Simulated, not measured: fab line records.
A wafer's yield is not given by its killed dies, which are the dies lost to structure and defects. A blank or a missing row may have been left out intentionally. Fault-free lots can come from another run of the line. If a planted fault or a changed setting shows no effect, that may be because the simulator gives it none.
fab line records	flow n5Finfet
record: lots: 11	wafers: 33	lastDay: 17
route steps=1938 shown BEOL_M12@1648 MIM_TOP@1837 MIM_BOT_LITHO@1865 TV_OPEN@1890 PASSIVATION@1936
lots that met no fault: from a run of the same line without faults
startH: start of the lot's first displayed wafer, in hours after the record's first day	waitH: hours from the lot's prior step to this one	" unchanged from the row above	L1.1+2: several wafers, shown together as one row	- no value present, or no start provided	* or withheld: withheld	< > ~ a bound
route shown NAME@n: a module of which the file shows steps, and the number in the route of the first	usual: the fault-free wafers' mean and standard deviation	same: alike in all rows	chamber/n: place in a boat	sites: each site's reading	_std_site: their standard deviation	_edge_site: mean of outer sites minus mean of inner sites	radiusMm: for every site, how far away it sits from the centre of the wafer	mask NAME#n: copy n	behind: the tool/chamber that last shaped the wafer	hold: reason for holding the lot/hours on hold/outcome of the hold	device: transistor that didn't switch, given as n, p or np	end of line: the same wafers' tests at the end of the route	a step with no rows: only its recipe	killed: the dies lost at the first sort to structure and to defects; this is not the yield of the wafer	map: the dies of a wafer, with x for killed, . for not killed, _ for no die there
set.NAME: the run value of the setting; set.NAME@STEP: its run value at that earlier step	model.NAME: the simulator's own value behind a step, which no gauge read
route steps across a sampled set of lots; one table per step, one row per wafer
services: when a tool's chamber went out of use (startH, in hours from the record's first day, below 0 if earlier), for how many hours, and the reason
== steps ==
step: N5_BEOL_M12_SPUTTER_43
recipe: material: TaN	targetThkA: 150	tempC: 50	biasV: 168.6	powerW: 15000	chamberPressurePa: 0.12	timeS: 24.19
usual: throttleValvePct: 30.3/1.2
lot.wafer	tool	chamber	startH	waitH	throttleValvePct
L873.1	pvdSputter-02	-	248.35	0.0	30.6
L873.2	"	-	"	"	30.4
L873.5	"	-	"	"	30.8
L874.2	pvdSputter-03	-	253.95	0.0	29.9
L874.4	"	-	"	"	31.7
L874.5	"	-	"	"	29.9
L876.1	pvdSputter-02	-	262.27	0.0	30.7
L876.4	"	-	"	"	30.2
L876.5	"	-	"	"	30.1
L882.1	pvdSputter-02	-	278.67	0.0	30.7
L882.3	"	-	"	"	30.4
L882.6	"	-	"	"	30.6
L878.2	pvdSputter-02	-	279.53	0.0	28.5
L878.5	"	-	"	"	30.2
L878.6	"	-	"	"	30.4
L879.1	pvdSputter-02	-	282.81	0.0	30.6
L879.2	"	-	"	"	28.7
L879.3	"	-	"	"	30.6
L881.2	pvdSputter-02	-	297.80	0.0	30.6
L881.5	"	-	"	"	30.6
L881.6	"	-	"	"	28.5
L888.1	pvdSputter-03	-	331.11	0.0	30.1
L888.2	"	-	"	"	32.5
L888.3	"	-	"	"	29.0
L890.4	pvdSputter-03	-	338.67	0.0	29.1
L890.5	"	-	"	"	30.1
L890.6	"	-	"	"	32.9
L893.1	pvdSputter-03	-	347.94	0.0	31.8
L893.2	"	-	"	"	30.0
L893.3	"	-	"	"	28.9
L895.1	pvdSputter-02	-	372.22	0.0	28.2
L895.3	"	-	"	"	30.4
L895.6	"	-	"	"	30.3
step: N5_MIM_TOP_DEGAS_04
recipe: ambient: vacuum	tempC: 300	timeS: 60
usual: heaterPowerW: 420/41
lot.wafer	tool	chamber	startH	waitH	heaterPowerW
L873.1	pvdSputter-03	-	272.45	-	424
L873.2	"	-	"	"	391
L873.5	"	-	"	"	398
L874.2	pvdSputter-02	-	274.28	-	432
L874.4	"	-	"	"	468
L874.5	"	-	"	"	440
L876.1	pvdSputter-03	-	283.27	-	398
L876.4	"	-	"	"	372
L876.5	"	-	"	"	419
L882.1	pvdSputter-02	-	301.09	-	435
L882.3	"	-	"	"	463
L882.6	"	-	"	"	426
L878.2	pvdSputter-01	-	301.21	-	366
L878.5	"	-	"	"	370
L878.6	"	-	"	"	346
L879.1	pvdSputter-03	-	301.54	-	456
L879.2	"	-	"	"	359
L879.3	"	-	"	"	415
L881.2	pvdSputter-02	-	318.85	-	416
L881.5	"	-	"	"	437
L881.6	"	-	"	"	461
L888.1	pvdSputter-03	-	351.48	-	412
L888.2	"	-	"	"	396
L888.3	"	-	"	"	458
L890.4	pvdSputter-03	-	361.32	-	453
L890.5	"	-	"	"	358
L890.6	"	-	"	"	406
L893.1	pvdSputter-03	-	368.70	-	402
L893.2	"	-	"	"	448
L893.3	"	-	"	"	366
L895.1	pvdSputter-01	-	399.21	-	349
L895.3	"	-	"	"	371
L895.6	"	-	"	"	359
step: N5_MIM_BOT_LITHO_DESCUM_10
recipe: chemistry: O2	timeS: 7.9	sourcePowerW: 50	biasPowerW: 20	pressureMtorr: 20	rfFrequencyHz: 2.712e+07	tempC: 40	o2FlowSccm: 225
usual: drypumpMotorCurrentA: 5.7/0.47	oesProductAu: 0.80/0.088	rfVppV: 243.4/1.5	showerheadPlenumPTorr: 2.11/0.079	throttleValvePct: 20.41/0.19
lot.wafer	tool	chamber	startH	waitH	drypumpMotorCurrentA	oesProductAu	rfHoursCounterH	rfVppV	showerheadPlenumPTorr	throttleValvePct
L873.1	rieDiel-01	1	273.75	0.1	5.6	0.80	96	245.6	2.19	20.20
L873.2	"	3	"	"	6.2	0.74	167	245.2	2.18	20.48
L873.5	"	2	"	"	5.0	0.98	-	243.1	2.14	20.40
L874.2	rieDiel-01	3	275.66	0.0	6.2	0.75	168	243.0	2.18	20.47
L874.4	"	2	"	"	5.0	0.98	3	244.6	2.14	20.39
L874.5	"	3	"	"	6.2	0.74	-	245.0	2.18	20.46
L876.1	rieDiel-01	3	284.77	0.0	6.2	0.73	170	244.5	2.17	20.48
L876.4	"	0	"	"	5.6	0.70	227	241.9	1.98	20.67
L876.5	"	2	"	"	5.1	0.96	-	244.5	2.14	20.39
L882.1	rieDiel-01	2	302.48	0.0	5.0	0.94	11	242.7	2.14	20.40
L882.3	"	1	"	"	5.6	0.79	106	243.8	2.18	20.23
L882.6	"	0	"	"	5.6	0.69	-	242.4	1.97	20.66
L878.2	rieDiel-01	0	302.73	0.0	5.6	0.68	234	240.4	1.97	20.67
L878.5	"	2	"	"	5.0	0.94	-	243.9	2.14	20.41
L878.6	"	3	"	"	6.2	0.73	-	244.7	2.17	20.49
L879.1	rieDiel-01	3	303.12	0.0	6.2	0.73	177	244.8	2.17	20.48
L879.2	"	0	"	"	5.7	0.68	234	241.4	1.97	20.67
L879.3	"	2	"	"	5.0	0.93	12	242.9	2.14	20.41
L881.2	rieDiel-02	0	320.24	0.0	5.5	0.87	44	244.9	2.21	20.11
L881.5	"	3	"	"	5.9	0.72	-	241.2	2.00	20.30
L881.6	"	2	"	"	6.1	0.74	-	245.4	2.18	20.40
L888.1	rieDiel-01	2	353.50	0.0	5.1	0.90	30	244.3	2.13	20.43
L888.2	"	3	"	"	6.2	0.72	195	242.4	2.17	20.53
L888.3	"	1	"	"	5.6	0.77	126	245.9	2.18	20.27
L890.4	rieDiel-06	1	362.99	0.1	5.0	0.81	-	241.4	2.02	20.25
L890.5	"	0	"	"	5.7	0.81	-	242.2	2.02	20.32
L890.6	"	2	"	"	5.4	0.68	-	246.0	2.15	20.91
L893.1	rieDiel-02	1	369.97	0.0	6.5	0.89	27	243.4	2.13	20.20
L893.2	"	2	"	"	6.1	0.73	177	243.4	2.18	20.43
L893.3	"	0	"	"	5.5	0.85	62	246.1	2.21	20.12
L895.1	rieDiel-01	3	400.76	0.0	6.2	0.70	215	244.6	2.16	20.54
L895.3	"	0	"	"	5.6	0.93	11	241.4	1.96	20.32
L895.6	"	3	"	"	6.2	0.70	-	243.3	2.16	20.55
step: N5_PASSIVATION_ETCH_15
recipe: chemistry: CF4/N2	target: SiCN	targetDepthA: 750	taperDeg: 2	timeS: 81.2	ionEnergyEv: 150	maskMaterial: SiNx	pressureMtorr: 40	sourceW: 430	biasW: 70	Ar_flow_sccm: 100	cf4FlowSccm: 60	n2FlowSccm: 60
usual: drypumpMotorCurrentA: 5.8/0.4	n2FlowSccm: 60.00/0.18	oesProductAu: 0.79/0.07	rfVppV: 382.4/2	showerheadPlenumPTorr: 2.21/0.085	throttleValvePct: 15.47/0.21
lot.wafer	tool	chamber	startH	waitH	drypumpMotorCurrentA	n2FlowSccm	oesProductAu	rfHoursCounterH	rfVppV	showerheadPlenumPTorr	throttleValvePct
L873.1	rieDiel-05	2	-	-	5.4	60.16	0.82	102	384.6	2.31	15.34
L873.2	"	1	"	"	5.3	60.09	0.84	87	384.1	2.32	15.25
L873.5	"	0	"	"	6.3	60.14	0.83	-	381.4	2.14	15.65
L874.2	rieDiel-03	1	-	-	6.0	60.00	0.70	219	378.7	2.09	15.52
L874.4	"	1	"	"	6.0	59.96	0.71	-	379.6	2.09	15.51
L874.5	"	2	"	"	6.2	59.99	0.81	-	382.6	2.23	15.32
L876.1	rieDiel-03	2	-	-	6.2	59.71	0.80	102	383.5	2.23	15.31
L876.4	"	0	"	"	5.4	60.06	0.73	179	382.4	2.20	15.71
L876.5	"	3	"	"	6.1	60.22	0.89	-	385.5	2.34	15.54
L882.1	rieDiel-03	1	-	-	6.0	60.03	0.70	228	379.1	2.09	15.53
L882.3	"	2	"	"	6.2	59.96	0.79	108	382.5	2.23	15.33
L882.6	"	3	"	"	6.1	59.70	0.87	-	386.2	2.34	15.55
L878.2	rieDiel-05	3	-	-	5.3	60.11	0.93	11	382.8	2.17	15.00
L878.5	"	1	"	"	5.3	59.93	0.82	-	385.3	2.32	15.26
L878.6	"	0	"	"	6.3	60.20	0.81	-	380.6	2.14	15.66
L879.1	rieDiel-03	2	-	-	6.2	59.77	0.79	109	382.4	2.23	15.33
L879.2	"	0	"	"	5.4	59.89	0.73	188	381.2	2.20	15.71
L879.3	"	1	"	"	6.0	59.93	0.71	230	379.7	2.09	15.53
L881.2	rieDiel-05	1	-	-	5.3	59.94	0.82	105	384.3	2.31	15.30
L881.5	"	0	"	"	6.3	60.19	0.80	-	381.4	2.14	15.68
L881.6	"	3	"	"	5.3	60.04	0.91	-	380.9	2.17	15.03
L888.1	rieDiel-05	3	-	-	5.3	60.18	0.90	34	381.1	2.17	15.06
L888.2	"	2	"	"	5.4	59.81	0.79	131	384.7	2.30	15.41
L888.3	"	0	"	"	6.4	60.20	0.79	113	380.0	2.13	15.71
L890.4	rieDiel-03	0	-	-	5.4	60.01	0.70	214	381.4	2.19	15.73
L890.5	"	3	"	"	6.1	60.02	0.84	-	384.9	2.33	15.61
L890.6	"	0	"	"	5.4	59.97	0.70	-	382.3	2.19	15.76
L893.1	rieDiel-05	2	-	-	5.4	59.85	0.78	137	384.9	2.29	15.40
L893.2	"	0	"	"	6.3	59.90	0.79	119	379.5	2.13	15.73
L893.3	"	1	"	"	5.3	59.77	0.79	123	385.0	2.31	15.33
L895.1	rieDiel-05	1	-	-	5.3	59.89	0.80	133	384.8	2.30	15.36
L895.3	"	0	"	"	6.3	59.84	0.78	130	380.8	2.13	15.75
L895.6	"	1	"	"	5.3	59.89	0.79	-	384.1	2.30	15.36
step: N5_PASSIVATION_PROBE_49
usual: defectLimitedYield: 91.2/1.4	killed_at_M0_to_M3: 34/9.4	killed_at_M4_up: 13/5.8	killedAtContacts: 13/6.4	killedAtFrontEnd: 41/11	killedAtOther: 3.1/2.3	killedDies: 103/16	killedOnRim: 13/3.4	killedOpen: 69/12	killedShort: 33/7.8	sort_bin_5_function: 5.1/0.91	sort_bin_6_memory: 3.3/0.63	sortNPass: 1077/16	sortYieldPct: 91.2/1.4
same: grossDies: 1180	killedAtBackSide: 0	sort_bin_4_leakage[%]: 0	sort_bin_8_speed[%]: 0
lot.wafer	tool	chamber	startH	waitH	defectLimitedYield[%]	killed_at_M0_to_M3	killed_at_M4_up	killedAtContacts	killedAtFrontEnd	killedAtOther	killedDies	killedOnRim	killedOpen	killedShort	sort_bin_5_function[%]	sort_bin_6_memory[%]	sortNPass	sortYieldPct[%]
L879.1	prober-01	-	313.93	0.0	91.9	41	20	10	22	3	96	13	57	39	4.9	3.1	1084	91.9
L879.2	prober-01	-	313.98	0.1	81.5	27	129	9	50	3	218	29	73	30	11.9	3.7	962	81.5
L879.3	prober-01	-	314.03	0.1	91.9	36	16	0	43	1	96	12	68	24	4.9	2.8	1084	91.9
L881.2	prober-01	-	331.21	0.1	90.9	40	20	11	33	3	107	19	66	39	4.9	3.8	1073	90.9
L881.5	prober-01	-	331.36	0.2	92.5	54	5	8	18	3	88	11	46	41	4.7	2.2	1092	92.5
L881.6	prober-01	-	331.41	0.3	81.6	42	136	6	31	2	217	33	58	34	10.9	3.8	963	81.6
killed by level:class
L879.1 BEOL_M0_SAQP:geometricParticle:short=12 BEOL_M3:geometricParticle:open=10 BEOL_M0_SAQP:geometricParticle:open=9 STI_FIN_REVEAL:geometricParticle:open=7 BEOL_M4:geometricParticle:short=5 MOL_CONTACT_COAG:geometricParticle:short=5 MOL_CONTACT_COAG:geometricParticle:open=5 BEOL_M4:geometricParticle:open=5
L879.2 BEOL_M12:unspecified=115 STI_FIN_REVEAL:geometricParticle:open=22 BEOL_M0_SAQP:geometricParticle:short=9 FIN_SAQP:geometricParticle:open=8 MOL_CONTACT_COAG:geometricParticle:open=8 DUMMY_GATE:geometricParticle:open=6 BEOL_M0_SAQP:geometricParticle:open=6 BEOL_M4:geometricParticle:open=6
L879.3 STI_FIN_REVEAL:geometricParticle:open=22 BEOL_M0_SAQP:geometricParticle:open=12 BEOL_M0_SAQP:geometricParticle:short=8 DUMMY_GATE:geometricParticle:open=7 BEOL_M2:geometricParticle:open=7 BEOL_M5:geometricParticle:open=5 STI_FIN_REVEAL:geometricParticle:short=3 BEOL_M1:geometricParticle:open=3
L881.2 BEOL_M0_SAQP:geometricParticle:open=10 BEOL_M4:geometricParticle:open=10 BEOL_M0_SAQP:geometricParticle:short=8 MOL_CONTACT_COAG:geometricParticle:open=8 BEOL_M1:geometricParticle:open=8 FIN_SAQP:geometricParticle:short=5 BEOL_M0:geometricParticle:open=5 DUMMY_GATE:geometricParticle:short=4
L881.5 BEOL_M0_SAQP:geometricParticle:short=23 BEOL_M0_SAQP:geometricParticle:open=14 BEOL_M2:geometricParticle:open=8 FIN_SAQP:geometricParticle:short=7 MOL_CONTACT_COAG:geometricParticle:open=6 BEOL_M0:geometricParticle:open=4 BEOL_M6:geometricParticle:open=3 FIN_SAQP:geometricParticle:open=2
L881.6 BEOL_M12:unspecified=122 BEOL_M0_SAQP:geometricParticle:short=12 BEOL_M2:geometricParticle:open=9 BEOL_M0_SAQP:geometricParticle:open=8 FIN_SAQP:geometricParticle:short=7 GATE_CUT:geometricParticle:short=6 STI_FIN_REVEAL:geometricParticle:open=5 MOL_CONTACT_COAG:geometricParticle:open=5
== services ==
tool	chamber	startH	hours	kind
rieDiel-01	2	231.57	-	clean
rieDiel-01	2	231.57	-	consumableReplace:focusRing
rieDiel-01	2	231.57	32.8	scheduledDown
rieDiel-01	2	231.57	32.8	ventCycle
rieDiel-02	-	241.53	15.6	pm
rieDiel-05	3	242.10	-	clean
rieDiel-05	3	242.10	-	consumableReplace:focusRing
rieDiel-05	3	242.10	27.1	scheduledDown
rieDiel-05	3	242.10	27.1	ventCycle
rieDiel-05	1	245.40	1.7	repair
rieDiel-06	1	266.28	23.2	repair
pvdSputter-03	-	340.49	2.0	repair
rieDiel-01	0	346.38	-	clean
rieDiel-01	0	346.38	-	consumableReplace:focusRing
rieDiel-01	0	346.38	26.3	scheduledDown
rieDiel-01	0	346.38	26.3	ventCycle
rieDiel-03	1	352.01	-	clean
rieDiel-03	1	352.01	-	consumableReplace:focusRing
rieDiel-03	1	352.01	-	consumableReplace:showerhead
rieDiel-03	1	352.01	10.5	scheduledDown
rieDiel-06	3	353.66	29.7	repair
rieDiel-06	1	363.58	4.0	repair
rieDiel-03	-	370.21	10.0	pm
pvdSputter-01	-	402.01	2.4	repair
== key ==
firstSign: step: N5_PASSIVATION_PROBE_49	reading: killed_at_M4_up	direction: up	sigmas: 21	usual: 13	struck: 132
effect: step: N5_PASSIVATION_PROBE_49	reading: defectLimitedYield	direction: down	sigmas: 7.1	usual: 91.2	struck: 81.6
moreKillsBornAt: N5_BEOL_M12_SPUTTER_43@pvdSputter-02: 237
metAt N5_BEOL_M12_SPUTTER_43
struckLots L879,L881
struckWafers L879.2,L881.6
notActingAt N5_MIM_TOP_DEGAS_04,N5_MIM_BOT_LITHO_DESCUM_10,N5_PASSIVATION_ETCH_15
onsetBetween 279.53 282.81
fault: kind: chamberParticleSource	tool: pvdSputter-02	chamber: -	onsetH: 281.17	steps: N5_BEOL_M12_SPUTTER_43	ratePerVisitCm2: 1.4682	endH: 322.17	scope: struckWafersOnly
